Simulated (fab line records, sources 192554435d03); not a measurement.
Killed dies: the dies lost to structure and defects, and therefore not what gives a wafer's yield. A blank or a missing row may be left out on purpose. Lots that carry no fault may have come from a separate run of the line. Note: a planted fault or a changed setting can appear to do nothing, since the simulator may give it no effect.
Which tool did it?	flow n5-finfet	11 lots with 29 wafers sampled at 5 steps, on a route of 1938 steps

== WHAT EACH GAUGE READ, for each wafer ==
The record holds no reading of a measuring or inspecting step that can be judged against a usual standard deviation.

== TOOL THAT RAN EACH LOT (tool first, then ch and the chambers of the sampled wafers, then the start) ==
lot	N5_BEOL_M6_ETCH_72	N5_BEOL_M6_ETCH_65	N5_BEOL_M6_ALD_77	N5_BEOL_M6_CVD_78	N5_PASSIVATION_PROBE_49
L953	rie-diel-02 ch 1,3, day 8 17:02	rie-diel-02 ch 1,3, day 8 17:03	ald-metal-02 ch 0,3, day 8 18:04	cvd-co-01 ch 0,2, day 8 20:10	-
L955	rie-diel-04 ch 0,1,2, day 9 04:13	rie-diel-04 ch 0,1,2, day 9 04:14	ald-metal-03 ch 1,2,3, day 9 05:34	cvd-co-01 ch 0,2, day 9 06:33	-
L957	rie-diel-01 ch 0,1,2, day 9 15:46	rie-diel-01 ch 0,1,2, day 9 15:46	ald-metal-01 ch 1,2,3, day 9 16:58	cvd-co-01 ch 0,2, day 9 17:24	-
L966	rie-diel-01 ch 0,1, day 12 10:29	rie-diel-01 ch 0,1, day 12 10:30	ald-metal-02 ch 1,2, day 12 11:34	cvd-co-02 ch 0,2, day 12 11:58	-
L970	rie-diel-04 ch 0, day 13 14:25	rie-diel-04 ch 0, day 13 14:25	ald-metal-03 ch 1,3, day 13 15:46	cvd-co-01 ch 0,2, day 13 16:38	-
L969	rie-diel-01 ch 0,2, day 13 14:49	rie-diel-01 ch 0,2, day 13 14:49	ald-metal-02 ch 1,3, day 13 15:56	cvd-co-01 ch 0,1, day 13 16:32	-
L972	rie-diel-01 ch 0,1,2, day 13 17:06	rie-diel-01 ch 0,1,2, day 13 17:07	ald-metal-02 ch 0,2,3, day 13 18:14	cvd-co-01 ch 0,1,2, day 13 18:36	prober-01, day 17 18:24
L973	rie-diel-02 ch 0,3, day 13 17:28	rie-diel-02 ch 0,3, day 13 17:29	ald-metal-03 ch 0,3, day 13 18:36	cvd-co-01 ch 0,2, day 13 19:01	-
L971	rie-diel-01 ch 0,1, day 13 23:27	rie-diel-01 ch 0,1, day 13 23:28	ald-metal-01 ch 0,2, day 14 01:04	cvd-co-02 ch 1,2, day 14 01:43	-
L974	rie-diel-04 ch 0,1, day 14 22:11	rie-diel-04 ch 0,1, day 14 22:13	ald-metal-02 ch 0,2, day 14 23:16	cvd-co-01 ch 0,1, day 14 23:37	-
L975	rie-diel-02 ch 0,1, day 15 09:36	rie-diel-02 ch 0,1, day 15 09:37	ald-metal-02 ch 0,2,3, day 15 10:59	cvd-co-02 ch 0,2, day 15 11:28	-
- N5_BEOL_M6_ETCH_72: etches underlayer in N2/H2, target depth 6.5 nm, time 5.2 s.
- N5_BEOL_M6_ETCH_65: etches SiARC in CF4, target depth 15.6 nm, time 26 s.
- N5_BEOL_M6_ALD_77: deposits TaN, target thk 2 nm, pulse time 2 s, purge time 3 s.
- N5_BEOL_M6_CVD_78: deposits Co from CCTBA/H2, target thk 2 nm, time 142.3 s.
- N5_PASSIVATION_PROBE_49

== AS READ BY THE TOOLS THEMSELVES (means over the sampled wafers that have a number; for cases with no such wafer, the mark the record gives instead) ==
N5_BEOL_M6_ETCH_72.
lot	tool	chamber-pressure-mTorr (mTorr)	drypump-motor-current-A (A)	etch-rf-on-time-s (s)	oes-product-au (a.u.)	rf-vpp-V (V)	showerhead-plenum-p-Torr (Torr)	throttle-valve-pct (%)
L953	rie-diel-02	29.99	5.9	5.23	0.63	522.4	2.49	17.76
L955	rie-diel-04	30.01	5.4	5.23	0.75	525.1	2.60	17.70
L957	rie-diel-01	30.01	5.6	5.16	0.71	526.1	2.60	17.57
L966	rie-diel-01	30.00	5.6	5.24	0.63	525.1	2.61	17.62
L970	rie-diel-04	30.02	5.8	5.21	0.73	523.2	2.46	17.67
L969	rie-diel-01	30.04	5.7	5.27	0.65	525.2	2.59	17.79
L972	rie-diel-01	29.99	5.6	5.17	0.67	525.3	2.59	17.64
L973	rie-diel-02	29.99	6.2	5.21	0.65	523.1	2.47	17.96
L971	rie-diel-01	30.01	5.5	5.34	0.66	524.8	2.59	17.51
L974	rie-diel-04	29.98	5.6	5.25	0.71	524.6	2.58	17.75
L975	rie-diel-02	30.01	5.6	5.13	0.67	521.2	2.44	17.72

N5_BEOL_M6_ETCH_65.
lot	tool	chamber-pressure-mTorr (mTorr)	drypump-motor-current-A (A)	etch-rf-on-time-s (s)	oes-product-au (a.u.)	rf-vpp-V (V)	showerhead-plenum-p-Torr (Torr)	throttle-valve-pct (%)
L953	rie-diel-02	40.02	5.9	26.8	0.63	183.2	2.10	15.57
L955	rie-diel-04	40.01	5.3	26.2	0.75	184.6	2.18	15.39
L957	rie-diel-01	39.97	5.6	26.0	0.71	184.4	2.19	15.38
L966	rie-diel-01	39.98	5.6	26.5	0.64	184.2	2.20	15.48
L970	rie-diel-04	40.03	5.9	26.6	0.72	183.9	2.10	15.61
L969	rie-diel-01	40.02	5.7	25.9	0.65	184.0	2.19	15.61
L972	rie-diel-01	39.98	5.6	26.3	0.67	184.5	2.18	15.45
L973	rie-diel-02	39.98	6.2	26.4	0.65	183.5	2.09	15.82
L971	rie-diel-01	40.00	5.6	27.1	0.65	185.4	2.18	15.32
L974	rie-diel-04	40.00	5.4	26.0	0.71	185.1	2.19	15.57
L975	rie-diel-02	39.96	5.6	25.8	0.67	183.2	2.06	15.42

N5_BEOL_M6_ALD_77.
lot	tool	heater-power-w (W)	precursor-vessel-carrier-sccm (sccm)
L953	ald-metal-02	372	1001.1
L955	ald-metal-03	434	1002.0
L957	ald-metal-01	434	997.7
L966	ald-metal-02	469	999.3
L970	ald-metal-03	436	1003.4
L969	ald-metal-02	425	999.4
L972	ald-metal-02	408	1000.2
L973	ald-metal-03	457	996.6
L971	ald-metal-01	418	1000.2
L974	ald-metal-02	414	999.7
L975	ald-metal-02	410	999.9

N5_BEOL_M6_CVD_78.
lot	tool	run-length-s (s)
L953	cvd-co-01	165.9
L955	cvd-co-01	166.8
L957	cvd-co-01	166.9
L966	cvd-co-02	165.2
L970	cvd-co-01	165.4
L969	cvd-co-01	164.9
L972	cvd-co-01	165.2
L973	cvd-co-01	165.7
L971	cvd-co-02	165.4
L974	cvd-co-01	165.4
L975	cvd-co-02	165.4

N5_PASSIVATION_PROBE_49.
lot	tool	defect-limited-yield (%)	killed_at_M0_to_M3	killed_at_M4_up	killed-at-contacts	killed-at-front-end	killed-at-other	killed-dies	killed-open	killed-short	sort_bin_4_leakage (%)	sort_bin_5_function (%)	sort_bin_6_memory (%)	sort-n-pass	sort-yield-pct (%)
L972	prober-01	91.0	36	16	10	42	2	106	77	28	0.00	5.6	3.2	1074	91.0

== THE ANSWER, worked out from the rows above alone ==
Rule: the usual values come from the lots themselves. Put in order of their means at a reading, lots are off if they are a third of the lots or fewer, leave a main group of 4 or more, and stand apart from it by a gap of 3 or more times the standard deviation of the main group's means; of several such gaps the widest counts. If all means in a main group match to the digits the tables above print for the reading, that group is not used. Also off: a lot with no number at a reading for which 4 or more lots have one. The other lots that the step has rows for count as sound. Order of review: gauges by route order, followed by the tools' own readings, for which a lot's mean as printed above is used. At the first step where some lot is off, the reading lying furthest off is the one used; lots without a number count as furthest.
Off: L955, L957 (N5_BEOL_M6_CVD_78, run-length-s). For the main group the mean is 165.4 s and the standard deviation 0.27.
A tool fits if, at that step or a process step before it, it ran every lot that is off, and no sound lot after the first of them. Not one of the candidates tried fits.

== WHAT WAS PUT IN BY THE SIMULATOR ==
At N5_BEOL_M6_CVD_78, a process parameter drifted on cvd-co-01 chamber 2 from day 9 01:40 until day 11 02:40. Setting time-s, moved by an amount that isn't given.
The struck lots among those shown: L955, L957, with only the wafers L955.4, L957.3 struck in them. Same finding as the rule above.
